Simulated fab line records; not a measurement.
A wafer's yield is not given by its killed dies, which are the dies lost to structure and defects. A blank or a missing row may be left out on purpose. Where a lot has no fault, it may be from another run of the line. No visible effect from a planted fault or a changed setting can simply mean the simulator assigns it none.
Which tool is to blame? | flow nand_harc | 24 lots with 72 wafers sampled at 3 steps, on a route of 1159 steps

WHAT THE GAUGES SHOWED, per wafer
NHARC_A_SGD_CUT_INSPECT_11. Usual: raw_defect_count at 19, with a standard deviation of 9.5.
lot  | measured     | on                | raw_defect_count | flag
L075 | day 13 18:29 | defect_inspect-01 | 20 11 12         |
L074 | day 14 06:14 | defect_inspect-02 | 8 7 5            |
L076 | day 14 05:59 | defect_inspect-01 | 6 7 4            |
L078 | day 14 07:01 | defect_inspect-01 | 19 24 27         |
L077 | day 14 05:53 | defect_inspect-02 | 18 17 20         |
L079 | day 14 16:38 | defect_inspect-01 | 6 4 9            |
L080 | day 15 06:19 | defect_inspect-01 | 21 16 32         |
L081 | day 15 15:38 | defect_inspect-02 | 6 13 4           |
L082 | day 16 04:28 | defect_inspect-01 | 37 28 21         |
L083 | day 16 04:38 | defect_inspect-01 | 6 9 9            |
L084 | day 16 08:35 | defect_inspect-01 | 27 30 26         |
L087 | day 16 22:08 | defect_inspect-01 | 12 7 10          |
L086 | day 16 21:53 | defect_inspect-02 | 7 22 16          |
L085 | day 17 04:38 | defect_inspect-01 | 22 33 23         |
L088 | day 17 08:33 | defect_inspect-01 | 9 23 20          |
L089 | day 17 20:38 | defect_inspect-01 | 35 29 24         |
L090 | day 17 18:47 | defect_inspect-02 | 16 16 9          |
L091 | day 17 19:11 | defect_inspect-02 | 38 26 38         |
L092 | day 18 06:24 | defect_inspect-01 | 17 12 9          |
L095 | day 19 01:31 | defect_inspect-01 | 29 27 35         |
L096 | day 19 01:12 | defect_inspect-02 | 20 22 15         |
L093 | day 19 03:26 | defect_inspect-02 | 20 14 15         |
L094 | day 19 02:20 | defect_inspect-01 | 39 36 44         |
L097 | day 19 14:05 | defect_inspect-02 | 19 15 12         |

EACH LOT AND THE TOOL THAT RAN IT (in order: tool; ch and the chambers of the sampled wafers; start)
lot  | NHARC_A_STAIRCASE_STRIP_476        | NHARC_A_STAIRCASE_CMP_450
L075 | rie_diel-07 ch 0,1,2, day 12 01:40 | cmp-03 ch 0,1,2, day 13 15:35
L074 | rie_diel-07 ch 1,2, day 12 08:39   | cmp-01 ch 0,1, day 14 03:18
L076 | rie_diel-07 ch 1, day 12 12:26     | cmp-02 ch 0,2, day 14 03:02
L078 | rie_diel-07 ch 1,3, day 12 12:50   | cmp-01 ch 0,2,3, day 14 04:21
L077 | rie_diel-07 ch 1,3, day 12 15:07   | cmp-03 ch 1,3, day 14 02:51
L079 | rie_diel-02 ch 0,1,2, day 12 23:16 | cmp-03 ch 0,3, day 14 13:44
L080 | rie_diel-02 ch 0,1, day 13 11:18   | cmp-03 ch 0,2, day 15 03:34
L081 | rie_diel-07 ch 0,1,3, day 13 15:25 | cmp-01 ch 0,1, day 15 12:55
L082 | rie_diel-02 ch 0,1, day 14 07:11   | cmp-01 ch 0,1,3, day 16 01:39
L083 | rie_diel-06 ch 0,1,2, day 14 08:01 | cmp-03 ch 0,2, day 16 01:55
L084 | rie_diel-06 ch 2,3, day 14 12:07   | cmp-01 ch 0,1,3, day 16 05:49
L087 | rie_diel-06 ch 0,2,3, day 15 04:42 | cmp-02 ch 0,2,3, day 16 19:10
L086 | rie_diel-02 ch 0,1,3, day 15 05:01 | cmp-02 ch 1,2,3, day 16 18:53
L085 | rie_diel-02 ch 0,1,2, day 15 09:43 | cmp-01 ch 1,2, day 17 01:58
L088 | rie_diel-06 ch 0,1,2, day 15 16:43 | cmp-03 ch 0,1,3, day 17 05:50
L089 | rie_diel-06 ch 0,1,2, day 15 20:05 | cmp-02 ch 0,2,3, day 17 17:46
L090 | rie_diel-02 ch 0,1,2, day 15 20:11 | cmp-01 ch 0,1,3, day 17 15:55
L091 | rie_diel-07 ch 0,2,3, day 15 22:32 | cmp-01 ch 0,1,2, day 17 16:21
L092 | rie_diel-07 ch 0,2,3, day 16 10:20 | cmp-02 ch 0,2, day 18 03:27
L095 | rie_diel-07 ch 0,1,2, day 17 05:49 | cmp-02 ch 1,2,3, day 18 22:46
L096 | rie_diel-02 ch 1,2,3, day 17 06:28 | cmp-01 ch 0,2,3, day 18 22:29
L093 | rie_diel-06 ch 1,3, day 17 07:55   | cmp-03 ch 1,2,3, day 19 00:41
L094 | rie_diel-07 ch 0,2,3, day 17 08:02 | cmp-03 ch 1,2, day 18 23:36
L097 | rie_diel-06 ch 1,3, day 17 16:53   | cmp-01 ch 0,2,3, day 19 11:28
- NHARC_A_STAIRCASE_STRIP_476: strips in O2, time 20 s.
- NHARC_A_STAIRCASE_CMP_450: polishes SiO2, target thk 200 nm.

AS READ BY THE TOOLS THEMSELVES (means over the sampled wafers that have a number; for cases with no such wafer, the mark the record gives instead)
NHARC_A_STAIRCASE_STRIP_476. Usual: drypump_motor_current_A 5.5 A, standard deviation 0.33; oes_product_au 1.001 a.u., standard deviation 0.0068; rf_vpp_V 57.9 V, standard deviation 0.92; showerhead_plenum_p_Torr 3.58 Torr, standard deviation 0.13; throttle_valve_pct 17.038 %, standard deviation 0.0082.
lot  | tool        | drypump_motor_current_A (A) | oes_product_au (a.u.) | rf_vpp_V (V) | showerhead_plenum_p_Torr (Torr) | throttle_valve_pct (%) | flag
L075 | rie_diel-07 | 5.6                         | 1.001                 | 57.1         | 3.62                            | 17.038                 |
L074 | rie_diel-07 | 5.6                         | 0.998                 | 59.0         | 3.58                            | 17.036                 |
L076 | rie_diel-07 | 5.6                         | 1.000                 | 58.3         | 3.56                            | 17.036                 |
L078 | rie_diel-07 | 5.5                         | 0.997                 | 57.6         | 3.55                            | 17.032                 |
L077 | rie_diel-07 | 5.5                         | 0.999                 | 57.4         | 3.55                            | 17.043                 |
L079 | rie_diel-02 | 5.5                         | 1.001                 | 58.4         | 3.51                            | 17.043                 |
L080 | rie_diel-02 | 5.7                         | 1.008                 | 57.3         | 3.39                            | 17.031                 |
L081 | rie_diel-07 | 5.6                         | 1.000                 | 58.7         | 3.58                            | 17.038                 |
L082 | rie_diel-02 | 5.8                         | 1.002                 | 57.5         | 3.38                            | 17.042                 |
L083 | rie_diel-06 | 5.2                         | 1.004                 | 56.6         | 3.67                            | 17.037                 |
L084 | rie_diel-06 | 5.0                         | 1.000                 | 58.0         | 3.76                            | 17.039                 |
L087 | rie_diel-06 | 5.0                         | 0.991                 | 58.1         | 3.73                            | 17.034                 |
L086 | rie_diel-02 | 5.8                         | 0.999                 | 57.8         | 3.45                            | 17.042                 |
L085 | rie_diel-02 | 5.5                         | 1.005                 | 57.8         | 3.50                            | 17.040                 |
L088 | rie_diel-06 | 5.2                         | 0.995                 | 58.7         | 3.66                            | 17.038                 |
L089 | rie_diel-06 | 5.2                         | 1.005                 | 58.2         | 3.66                            | 17.042                 |
L090 | rie_diel-02 | 5.5                         | 0.995                 | 57.2         | 3.50                            | 17.032                 |
L091 | rie_diel-07 | 5.6                         | 1.003                 | 57.7         | 3.59                            | 17.038                 |
L092 | rie_diel-07 | 5.6                         | 0.994                 | 59.0         | 3.59                            | 17.043                 |
L095 | rie_diel-07 | 5.6                         | 1.001                 | 57.9         | 3.59                            | 17.034                 |
L096 | rie_diel-02 | 5.6                         | 0.999                 | 56.7         | 3.57                            | 17.035                 |
L093 | rie_diel-06 | 4.9                         | 1.001                 | 58.6         | 3.67                            | 17.042                 |
L094 | rie_diel-07 | 5.6                         | 1.001                 | 58.7         | 3.58                            | 17.035                 |
L097 | rie_diel-06 | 5.1                         | 1.006                 | 58.0         | 3.60                            | 17.038                 |

NHARC_A_STAIRCASE_CMP_450. Usual: motor_current_A at 12.3 A, with a standard deviation of 1.2.
lot  | tool   | motor_current_A (A) | flag
L075 | cmp-03 | 12.6                |
L074 | cmp-01 | 12.4                |
L076 | cmp-02 | 12.0                |
L078 | cmp-01 | 11.4                |
L077 | cmp-03 | 13.6                |
L079 | cmp-03 | 11.4                |
L080 | cmp-03 | 11.7                |
L081 | cmp-01 | 12.2                |
L082 | cmp-01 | 12.2                |
L083 | cmp-03 | 12.1                |
L084 | cmp-01 | 12.0                |
L087 | cmp-02 | 12.4                |
L086 | cmp-02 | 12.2                |
L085 | cmp-01 | 12.5                |
L088 | cmp-03 | 12.3                |
L089 | cmp-02 | 12.6                |
L090 | cmp-01 | 11.6                |
L091 | cmp-01 | 12.8                |
L092 | cmp-02 | 11.9                |
L095 | cmp-02 | 12.0                |
L096 | cmp-01 | 11.8                |
L093 | cmp-03 | 13.2                |
L094 | cmp-03 | 13.4                |
L097 | cmp-01 | 11.7                |

THE ANSWER, worked out from the rows above alone
Rule: a lot counts as off when the mean over its wafers that have a number is more than 3 standard deviations away from the usual mean. A lot without any number at a reading at which 4 lots or more have one is off too. Any other lot the step has rows for is counted as sound. The gauges are gone through in route order, then the tools' own readings, and for those a lot's mean is taken as printed above. The first step at which some lot is off is used, and at that step the reading that is off furthest; a lot without a number counts as furthest.
None of the lots is off at any reading shown; this tells nothing.

WHAT THE SIMULATOR PUT IN
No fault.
